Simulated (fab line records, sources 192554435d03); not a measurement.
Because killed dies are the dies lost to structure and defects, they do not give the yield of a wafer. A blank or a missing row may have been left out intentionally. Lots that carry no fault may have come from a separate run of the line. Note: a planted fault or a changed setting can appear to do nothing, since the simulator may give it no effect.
Code-filled problem report in 8D (eight disciplines) form    flow n5 finfet    the parts of the form that need people (team, actions taken, sign-off) are left out

## 1. THE PROBLEM
Mean of killed_at_M4_up at N5_PASSIVATION_PROBE_49: 121 across 6 wafers in 2 lots; on wafers with no fault it is 14 (standard deviation 5.6). Relative to the usual mean, that is a shift of +19 standard deviations.
Seen first at day 16 00:17 on prober-01, wafer L857.2. The record has a number at this step for 6 wafers belonging to 2 lots. The rule behind "out" and "out of limits": a value lying over 4 standard deviations away from the usual mean. Any other wafer with a number is counted as sound.

## 2. WHAT IT IS AND WHAT IT IS NOT
question                     is                      is not
which readings at this step  killed_at_M4_up         killed_at_M0_to_M3, killed at front end, killed open, killed short
which lots                   L857, L862              -
which wafers of those lots   all that have a number  -
read on which tools          prober-01, prober-02    -
when                         from day 16 00:17       up to then (0 sound wafers)

## 3. THE SUSPECTS, EACH WITH WHAT RULES IT OUT
Counting: any tool at a process step up to the reading is kept as a suspect provided that every lot that is out went through it and no sound lot did after the first of them.
- wet bench-03 at N5_BEOL_M7_PRECLEAN_42 (cleans in residue remover, time 60 s): kept. It ran every lot that is out, first L857 (day 12 13:08), and no sound lot after that.
Left after counting: wet bench-03 at N5_BEOL_M7_PRECLEAN_42.

## 4. THE CAUSE (what the simulator had put in)
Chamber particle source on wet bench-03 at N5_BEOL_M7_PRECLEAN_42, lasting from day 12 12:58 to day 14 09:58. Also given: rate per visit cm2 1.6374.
This tool alone remained once counting was done.

## 5. THE EFFECT CHAIN, in route order
Each row: a reading where the mean over the struck wafers with a number is more than 3 standard deviations away from the usual. Readings are gone through only where the record gives a usual standard deviation; hours: the median, over the lots, of the time from a lot's start at the first step in this table giving one to that lot's start at this step; sigmas: the change measured in usual standard deviations.
hours  step                     reading               usual   on struck wafers  change  sigmas
0      N5_PASSIVATION_PROBE_49  defect limited yield  91.2 %  83.0              -8.2    -5.4
0      N5_PASSIVATION_PROBE_49  killed_at_M4_up       14      121               +107    +19
0      N5_PASSIVATION_PROBE_49  killed dies           104     200               +96     +5.7
0      N5_PASSIVATION_PROBE_49  sort_bin_5_function   5.2 %   9.8               +4.6    +4.8
0      N5_PASSIVATION_PROBE_49  sort n pass           1076    980               -96     -5.7
0      N5_PASSIVATION_PROBE_49  sort yield pct        91.2 %  83.0              -8.2    -5.4
The process steps in it:
- N5_PASSIVATION_PROBE_49

## 6. HOW IT WOULD HAVE BEEN CAUGHT EARLIER
First out-of-limits reading in this record: day 16 00:17, which is 83 hours after fault onset at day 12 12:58.
Of the tool readings at N5_BEOL_M7_PRECLEAN_42 for which the record gives a usual standard deviation, none was out on any struck wafer, so an alarm limit of 4 standard deviations on them would not have fired.
Lots out: 2; all had begun N5_BEOL_M7_PRECLEAN_42 on wet bench-03 by day 16 00:17. Holding the tool at that point would not have protected any of them.
